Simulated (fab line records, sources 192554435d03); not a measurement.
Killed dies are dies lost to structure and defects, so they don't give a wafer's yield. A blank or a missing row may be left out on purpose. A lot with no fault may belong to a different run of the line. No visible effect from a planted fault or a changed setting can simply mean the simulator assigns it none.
The same fault as seen by 3 desks / flow n5-finfet / each desk holds nothing but its own numbers, with what lay behind them at the end

## FOR THE TOOL OWNER'S DESK: krf-scanner-02
The tool's own readings at N5_BEOL_M14_EXPOSE_07 (exposes mask V13): means of the sampled wafers that have a number, for each lot that ran on this tool. Any lot whose mean is over 4 standard deviations away from the usual mean is out of limits and marked OUT; that distance is given in the brackets.
Columns: A = focus-offset-nm at N5_BEOL_M14_EXPOSE_07, usual -0.1 nm
lot=L879; first seen here=day 11 15:04; A=-0.1
lot=L883; first seen here=day 12 12:13; A=-0.6
lot=L884; first seen here=day 12 18:36; A=-0.2
lot=L886; first seen here=day 13 17:32; A=-0.3
lot=L893; first seen here=day 15 18:17; A=-0.2
lot=L895; first seen here=day 15 18:55; A=-0.1
lot=L894; first seen here=day 15 21:51; A=-0.5
Finding of this desk: none of the 7 lots has anything out of limits.

## AT THE METROLOGY DESK
Lot by lot, what the gauges showed, no matter which tool ran the lot: averages of those sampled wafers that carry a number. Any lot whose mean is over 4 standard deviations away from the usual mean is out of limits and marked OUT; that distance is given in the brackets.
Columns: A = V13_OVL at N5_BEOL_M14_OVL_MEAS_11, usual -2 nm
lot=L880; first seen here=day 11 13:24; A=-1
lot=L879; first seen here=day 11 15:16; A=-7
lot=L883; first seen here=day 12 12:25; A=4
lot=L884; first seen here=day 12 18:48; A=-8
lot=L886; first seen here=day 13 17:45; A=-2
lot=L893; first seen here=day 15 18:29; A=47 (+9.5) OUT
lot=L895; first seen here=day 15 19:07; A=46 (+9.2) OUT
lot=L894; first seen here=day 15 22:04; A=46 (+9.2) OUT
lot=L898; first seen here=day 17 10:16; A=-2
lot=L901; first seen here=day 17 12:29; A=-5
This desk finds L893, L894, L895 out of limits, with the earliest case on L893 at day 15 18:29 (V13_OVL at N5_BEOL_M14_OVL_MEAS_11). L880, L879, L883, L884, L886, L898, L901 stayed within limits.

## THE DEFECT DESK
Per lot, the means of the sampled wafers with a number show what the inspections along the route counted. Any lot whose mean is over 4 standard deviations away from the usual mean is out of limits and marked OUT; that distance is given in the brackets.
Columns: A = raw-defect-count at N5_BEOL_M13_INSPECT_30, usual 2.2
lot=L880; first seen here=day 11 06:50; A=2.0
lot=L879; first seen here=day 11 07:28; A=2.0
lot=L883; first seen here=day 12 07:17; A=3.0
lot=L884; first seen here=day 12 14:52; A=2.3
lot=L886; first seen here=day 13 12:58; A=1.7
lot=L893; first seen here=day 15 12:35; A=2.0
lot=L895; first seen here=day 15 16:18; A=2.3
lot=L894; first seen here=day 15 16:38; A=4.0
lot=L898; first seen here=day 17 05:02; A=2.3
lot=L901; first seen here=day 17 05:44; A=2.7
Finding of this desk: none of the 10 lots has anything out of limits.

## BROUGHT TOGETHER
An alarm was possible from the metrology desk at day 15 18:29, on L893, L894, L895.
The tool owner's desk saw nothing out of limits.
Nothing the defect desk looked at was out of limits.
On record at the tool owner's desk: L893, L894, L895, within its limits.
The defect desk has L893, L894, L895 on record, within its limits.
All the named lots went through N5_BEOL_M14_EXPOSE_07 on krf-scanner-02.

## WHAT THE SIMULATOR PUT IN
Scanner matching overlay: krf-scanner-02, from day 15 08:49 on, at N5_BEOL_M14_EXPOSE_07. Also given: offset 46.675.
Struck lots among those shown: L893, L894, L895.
Hours from the fault's start to each desk's first reading out of limits: the metrology desk, 10.
